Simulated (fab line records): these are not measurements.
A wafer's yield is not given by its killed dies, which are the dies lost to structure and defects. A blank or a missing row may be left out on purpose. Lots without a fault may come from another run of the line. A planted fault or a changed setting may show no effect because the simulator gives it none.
A lot that was struck, set against a sound lot    flow nandHarc    22 out of 1159 route steps
Sound: wafers L157.1, L157.3, L157.4. The struck wafers were L171.2, L171.5, L171.6. The cause is given at the end.
Order at every step that has rows: each side's tool, ch and its chambers, its first start. Under that, the readings that differ: sound wafers    struck wafers    difference of the means    sigmas: that difference in standard deviations of wafers without a fault.
alike: readings whose means differ by less than 2 such deviations, and words and numbers that are the same on both sides. not compared: withheld readings, readings that some wafer has no value for, bounds like >300 that may hide the same value, and numbers for which the record gives no deviation and whose values overlap.
A row with sigmas, a row that says differs or no value, or rows on one side alone: a step with any of these is where the two part. Numbers that have no deviation but don't overlap get no sigmas and don't part them. A reading missing from all wafers of one side parts the sides only when that side holds two or more wafers.

NHARC_P_CONTACT_CMP_24: polishes, t overpolish 30 s, target thk 200 nm.
  sound on cmp-03 ch 0,1,2, day 7 06:24; struck on cmp-03 ch 0,3, day 10 16:50
  alike: motorCurrentA, overpolishRunS, retainingRingPressureFrac, timeToEndpointS
then, 1 step without rows for these wafers: NHARC_P_CONTACT_SRD_26.
NHARC_P_CONTACT_INSPECT_27:
  sound: defectInspect-02 at day 7 06:47; struck: defectInspect-02 at day 10 17:13
  alike: rawDefectCount
then, 8 steps without rows for these wafers: NHARC_P_M0_DEP_00 (deposits SiOC, target thk 150 nm); NHARC_P_M0_DEHYDRATE_01 (time 120 s); NHARC_P_M0_HMDS_02 (time 30 s); NHARC_P_M0_COAT_33 (time 65 s); NHARC_P_M0_COAT_03 (resist thk 90 nm); NHARC_P_M0_SOFTBAKE_04 (time 55 s); NHARC_P_M0_EBR_05; NHARC_P_M0_EXPOSE_06 (exposes mask P M0, target cd 90 nm).
NHARC_P_M0_PEB_07: peb time 65 s.
  sound on lithoTrack-01 ch 0, day 7 07:45; struck on lithoTrack-04 ch 0, day 10 17:55
reading                sound                 struck             difference  sigmas
heaterPowerTotalW (W)  156.8 157.2 156.5     154.3 155.3 155.2  -1.9        -5
plateTempC (C)         100.07 100.05 100.02  99.21 99.22 99.30  -0.80       -7
  alike: exhaustPa, resistLineTempC
then, 1 step without rows for these wafers: NHARC_P_M0_DEVELOP_08 (develop time 35 s).
NHARC_P_M0_CD_MEAS_09: the cd target is 90 nm.
  sound on cdSem-03 ch 0, day 7 07:50; struck on cdSem-01 ch 0, day 10 17:59
reading    sound           struck          difference  sigmas
cdNm (nm)  90.3 89.6 90.4  87.6 86.0 86.2  -3.5        -5
NHARC_P_M0_OVL_MEAS_10: pitch 180 nm.
  sound: overlay-02 at day 7 07:55; struck: overlay-01 at day 10 18:05
  alike: overlayXNm, overlayYNm
NHARC_P_M0_INSPECT_11:
  sound: defectInspect-01 at day 7 07:58; struck: defectInspect-01 at day 10 18:07
  alike: rawDefectCount
NHARC_P_M0_DESCUM_14: chemistry O2, time 3 s.
  sound on rieDiel-11 ch 0,1,2, day 7 08:03; struck on rieDiel-04 ch 0,3, day 10 18:10
reading               sound             struck             difference  sigmas
model.P_M0.cdNm (nm)  90.67 89.78 90.5  86.73 85.94 85.88  -4.13       
  alike: drypumpMotorCurrentA, oesProductAu, rfVppV, showerheadPlenumPTorr, throttleValvePct
  not compared: rfHoursCounterH
NHARC_P_M0_ETCH_34: etches the open film in N2/H2, target depth 40 nm, overetch 12 nm, time 43.94 s.
  sound on rieDiel-11 ch 1,2,3, day 7 08:08; struck on rieDiel-04 ch 0,1,2, day 10 18:36
  alike: drypumpMotorCurrentA, oesProductAu, rfVppV, showerheadPlenumPTorr, throttleValvePct
  not compared: rfHoursCounterH
NHARC_P_M0_ETCH_15: etches the open film in C4F8/Ar, target depth 150 nm, overetch 15 nm, time 82.5 s.
  sound: rieDiel-11 ch 0,1,3; struck: rieDiel-04 ch 1,2
reading               sound              struck             difference  sigmas
model.P_M0.cdNm (nm)  90.54 89.42 90.35  86.87 85.96 85.43  -4.02       
  alike: oesProductAu, rfVppV
  not compared: rfHoursCounterH
NHARC_P_M0_CD_MEAS_16:
  sound: cdSem-01 at day 7 08:20; struck: cdSem-03 at day 10 18:48
reading    sound           struck          difference  sigmas
cdNm (nm)  90.6 89.3 90.1  86.6 85.9 85.3  -4.1        -5
NHARC_P_M0_STRIP_18: strips in N2/H2.
  sound on rieDiel-06 ch 0,1, day 7 08:26; struck on rieDiel-11 ch 0,3, day 10 18:52
reading                       sound           struck          difference  sigmas
showerheadPlenumPTorr (Torr)  1.96 1.90 1.96  2.20 2.15 2.20  +0.24       +3
  alike: drypumpMotorCurrentA, oesProductAu, rfVppV, throttleValvePct
  not compared: rfHoursCounterH
NHARC_END_SORT_01:
  the record has rows for the sound wafers here (prober-01 ch 0, day 20 04:49) and none for the struck ones

== WHERE THEY PART ==
First at NHARC_P_M0_PEB_07; last, within this record, at NHARC_END_SORT_01.

WHY: what had been put in by the simulator
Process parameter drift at NHARC_P_M0_PEB_07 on lithoTrack-04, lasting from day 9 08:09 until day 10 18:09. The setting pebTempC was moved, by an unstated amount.
